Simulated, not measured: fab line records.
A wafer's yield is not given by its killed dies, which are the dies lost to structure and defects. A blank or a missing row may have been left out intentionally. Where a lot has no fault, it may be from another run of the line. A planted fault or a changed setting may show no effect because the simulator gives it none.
Lot-split experiment || flow n5_finfet || 21 wafers read across 7 lots, on a route 1938 steps long

ABOUT THE SPLIT
At N5_BEOL_M5_EXPOSE_25 (exposes mask V4, defocus 10 nm), the setting dose_mj was moved away from the recipe's 52.75 on 9 of the 21 wafers read, by -4.6% to +5.9%. All remaining wafers had this setting at the recipe value.

FROM THE SPLIT TO THE READING: what the file shows between them, 2 steps
- N5_BEOL_M5_PEB_26: peb time 60 s
- N5_BEOL_M5_DEVELOP_27: develop time 30 s

THE READING
cd_nm, in nm, at N5_BEOL_M5_CD_MEAS_28 (target cd 30.6 nm, target cd y 20 nm). Fault-free wafers of this fab line usually give 30.63 nm, standard deviation 0.28 nm.

{"wafer": "L074.1", "tool, chamber at the split": "euv_scanner-02, 0", "dose_mj as run": 52.75, "against the recipe": "recipe", "cd_nm, nm": 30.41, "against lot-mates on the recipe": "-"}
{"wafer": "L074.2", "tool, chamber at the split": "euv_scanner-02, 0", "dose_mj as run": 52.75, "against the recipe": "recipe", "cd_nm, nm": 30.52, "against lot-mates on the recipe": "-"}
{"wafer": "L074.5", "tool, chamber at the split": "euv_scanner-02, 0", "dose_mj as run": 52.75, "against the recipe": "recipe", "cd_nm, nm": 30.51, "against lot-mates on the recipe": "-"}
{"wafer": "L082.2", "tool, chamber at the split": "euv_scanner-01, 0", "dose_mj as run": 52.75, "against the recipe": "recipe", "cd_nm, nm": 30.46, "against lot-mates on the recipe": "-"}
{"wafer": "L082.5", "tool, chamber at the split": "euv_scanner-01, 0", "dose_mj as run": 50.92, "against the recipe": "-3.5%", "cd_nm, nm": 29.93, "against lot-mates on the recipe": -0.73}
{"wafer": "L082.6", "tool, chamber at the split": "euv_scanner-01, 0", "dose_mj as run": 52.75, "against the recipe": "recipe", "cd_nm, nm": 30.85, "against lot-mates on the recipe": "-"}
{"wafer": "L084.4", "tool, chamber at the split": "euv_scanner-02, 0", "dose_mj as run": 52.75, "against the recipe": "recipe", "cd_nm, nm": 30.44, "against lot-mates on the recipe": "-"}
{"wafer": "L084.5", "tool, chamber at the split": "euv_scanner-02, 0", "dose_mj as run": 54.02, "against the recipe": "+2.4%", "cd_nm, nm": 31.15, "against lot-mates on the recipe": "+0.71"}
{"wafer": "L084.6", "tool, chamber at the split": "euv_scanner-02, 0", "dose_mj as run": 54.02, "against the recipe": "+2.4%", "cd_nm, nm": 30.88, "against lot-mates on the recipe": "+0.44"}
{"wafer": "L086.1", "tool, chamber at the split": "euv_scanner-01, 0", "dose_mj as run": 54.28, "against the recipe": "+2.9%", "cd_nm, nm": 31.23, "against lot-mates on the recipe": "+0.72"}
{"wafer": "L086.4", "tool, chamber at the split": "euv_scanner-01, 0", "dose_mj as run": 54.28, "against the recipe": "+2.9%", "cd_nm, nm": 30.90, "against lot-mates on the recipe": "+0.39"}
{"wafer": "L086.5", "tool, chamber at the split": "euv_scanner-01, 0", "dose_mj as run": 52.75, "against the recipe": "recipe", "cd_nm, nm": 30.51, "against lot-mates on the recipe": "-"}
{"wafer": "L091.1", "tool, chamber at the split": "euv_scanner-02, 0", "dose_mj as run": 54.25, "against the recipe": "+2.8%", "cd_nm, nm": 30.76, "against lot-mates on the recipe": "+0.39"}
{"wafer": "L091.4", "tool, chamber at the split": "euv_scanner-02, 0", "dose_mj as run": 52.75, "against the recipe": "recipe", "cd_nm, nm": 30.17, "against lot-mates on the recipe": "-"}
{"wafer": "L091.5", "tool, chamber at the split": "euv_scanner-02, 0", "dose_mj as run": 52.75, "against the recipe": "recipe", "cd_nm, nm": 30.58, "against lot-mates on the recipe": "-"}
{"wafer": "L092.3", "tool, chamber at the split": "euv_scanner-01, 0", "dose_mj as run": 52.75, "against the recipe": "recipe", "cd_nm, nm": 30.62, "against lot-mates on the recipe": "-"}
{"wafer": "L092.5", "tool, chamber at the split": "euv_scanner-01, 0", "dose_mj as run": 52.75, "against the recipe": "recipe", "cd_nm, nm": 31.26, "against lot-mates on the recipe": "-"}
{"wafer": "L092.6", "tool, chamber at the split": "euv_scanner-01, 0", "dose_mj as run": 50.31, "against the recipe": "-4.6%", "cd_nm, nm": 29.65, "against lot-mates on the recipe": -1.29}
{"wafer": "L093.3", "tool, chamber at the split": "euv_scanner-01, 0", "dose_mj as run": 52.75, "against the recipe": "recipe", "cd_nm, nm": 30.50, "against lot-mates on the recipe": "-"}
{"wafer": "L093.4", "tool, chamber at the split": "euv_scanner-01, 0", "dose_mj as run": 55.86, "against the recipe": "+5.9%", "cd_nm, nm": 32.22, "against lot-mates on the recipe": "+1.72"}
{"wafer": "L093.6", "tool, chamber at the split": "euv_scanner-01, 0", "dose_mj as run": 55.86, "against the recipe": "+5.9%", "cd_nm, nm": 31.75, "against lot-mates on the recipe": "+1.25"}

THE FIT
A straight line over all 21 wafers: cd_nm changes by +0.207 nm for each +1% of dose_mj; r = +0.90; the points scatter about the line by 0.26 nm.
The same after taking each lot's own level away (the mean of its wafers on the recipe; 21 wafers): +0.24 nm for each +1%; r = +0.95; scatter 0.2 nm.
According to that fit, moving dose_mj by its largest amount changes the reading by 1.4 nm.
Across the lots, their own levels run from 30.375 to 30.940 nm, a range of 2.0 times the standard deviation given above.
So the lot-to-lot level changes the slope: the two fits differ.
Check: +1.28 nm against its lot-mates is what the line predicts for one of the wafers moved furthest among these (+5.9%) when that wafer is left out of the fit. It came out at +1.72 nm against them.

ADDITIONAL SPLITS CARRIED BY THESE WAFERS
These wafers also went through other splits before the reading. Each is held against what the fit with the lots' levels taken away leaves over:
{"other split on the same wafers": "N5_BEOL_M4_ETCH_64 bias_w", "wafers away from the commonest value": 9, "r with cd_nm (lot level and that fit taken away)": "+0.23"}
{"other split on the same wafers": "N5_BEOL_M4_COAT_22 spin_rpm", "wafers away from the commonest value": 4, "r with cd_nm (lot level and that fit taken away)": "+0.39"}
{"other split on the same wafers": "N5_BEOL_M5_COAT_05 spin_rpm", "wafers away from the commonest value": 9, "r with cd_nm (lot level and that fit taken away)": "+0.20"}
{"other split on the same wafers": "N5_BEOL_M5_ETCH_62 source_w", "wafers away from the commonest value": 10, "r with cd_nm (lot level and that fit taken away)": -0.08}

THE FILE'S OWN FIT
cd_nm changes by +0.236 nm for each +1% of dose_mj, r = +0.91.
